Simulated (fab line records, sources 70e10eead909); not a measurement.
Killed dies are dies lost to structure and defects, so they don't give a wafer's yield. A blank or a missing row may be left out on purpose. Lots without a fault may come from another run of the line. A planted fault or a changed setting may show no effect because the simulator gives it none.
Chamber matching | flow nand_harc | NHARC_A_STAIRCASE_TRIM_229 on rie_diel-13: 4 sister chambers
The step chemistry O2, time 211.2 s. 18 wafers are shown with their chamber, then 9 later ones without.

WAFERS WITH THEIR CHAMBER
wafer  | chamber | drypump_motor_current_A (A) | showerhead_plenum_p_Torr (Torr) | rf_vpp_V (V)
L078.1 | 3       | 5.4                         | 3.51                            | 57.1
L078.2 | 1       | 5.7                         | 3.78                            | 59.4
L078.6 | 3       | 5.4                         | 3.51                            | 56.9
L079.2 | 0       | 5.9                         | 3.61                            | 59.7
L079.4 | 2       | 6.3                         | 3.38                            | 56.9
L079.6 | 1       | 5.7                         | 3.77                            | 58.1
L084.1 | 1       | 5.7                         | 3.77                            | 57.8
L084.2 | 3       | 5.4                         | 3.50                            | 57.9
L084.4 | 0       | 5.9                         | 3.60                            | 58.1
L085.1 | 1       | 5.7                         | 3.76                            | 58.9
L085.3 | 2       | 6.4                         | 3.37                            | 56.8
L085.5 | 3       | 5.4                         | 3.50                            | 57.2
L088.3 | 3       | 5.4                         | 3.49                            | 57.2
L088.4 | 0       | 5.9                         | 3.60                            | 57.5
L088.6 | 3       | 5.4                         | 3.49                            | 59.7
L090.1 | 0       | 5.9                         | 3.60                            | 59.0
L090.2 | 1       | 5.7                         | 3.76                            | 57.6
L090.3 | 3       | 5.4                         | 3.49                            | 57.5

SIGNATURES (means of the wafers above)
reading                  | chamber 0 | chamber 1 | chamber 2 | chamber 3 | scatter within a chamber
drypump_motor_current_A  | 5.900     | 5.700     | 6.350     | 5.400     | 0.0189
showerhead_plenum_p_Torr | 3.6025    | 3.7680    | 3.3750    | 3.4986    | 0.00798
rf_vpp_V                 | 58.575    | 58.360    | 56.850    | 57.643    | 0.875
Rule: a wafer's distance from a chamber is the root of the sum, over the readings, of the square of ((its reading less the chamber's mean) divided by the reading's scatter). The wafer belongs to the nearest chamber; if the next one is less than 2 further off, it can't be placed. The scatter: the root of (the sum of the squares of (reading less its chamber's mean) over the shown wafers, divided by (wafers less chambers)).

WAFERS WITHOUT THEIR CHAMBER
wafer  | drypump_motor_current_A (A) | showerhead_plenum_p_Torr (Torr) | rf_vpp_V (V)
L093.2 | 6.3                         | 3.37                            | 57.9
L093.4 | 5.9                         | 3.59                            | 57.8
L093.6 | 5.7                         | 3.76                            | 59.4
L094.1 | 5.9                         | 3.59                            | 56.4
L094.2 | 6.3                         | 3.37                            | 57.7
L094.5 | 5.4                         | 3.49                            | 57.4
L095.2 | 5.4                         | 3.49                            | 57.4
L095.4 | 6.3                         | 3.36                            | 56.5
L095.6 | 6.4                         | 3.36                            | 57.6

WHICH CHAMBER EACH WENT THROUGH
wafer  | from the rows above | in truth
L093.2 | 2                   | 2
L093.4 | 0                   | 0
L093.6 | 1                   | 1
L094.1 | 0                   | 0
L094.2 | 2                   | 2
L094.5 | 3                   | 3
L095.2 | 3                   | 3
L095.4 | 2                   | 2
L095.6 | 2                   | 2
Placed correctly: 9 of 9. Can't be placed from these rows: 0. Placed wrongly: 0.
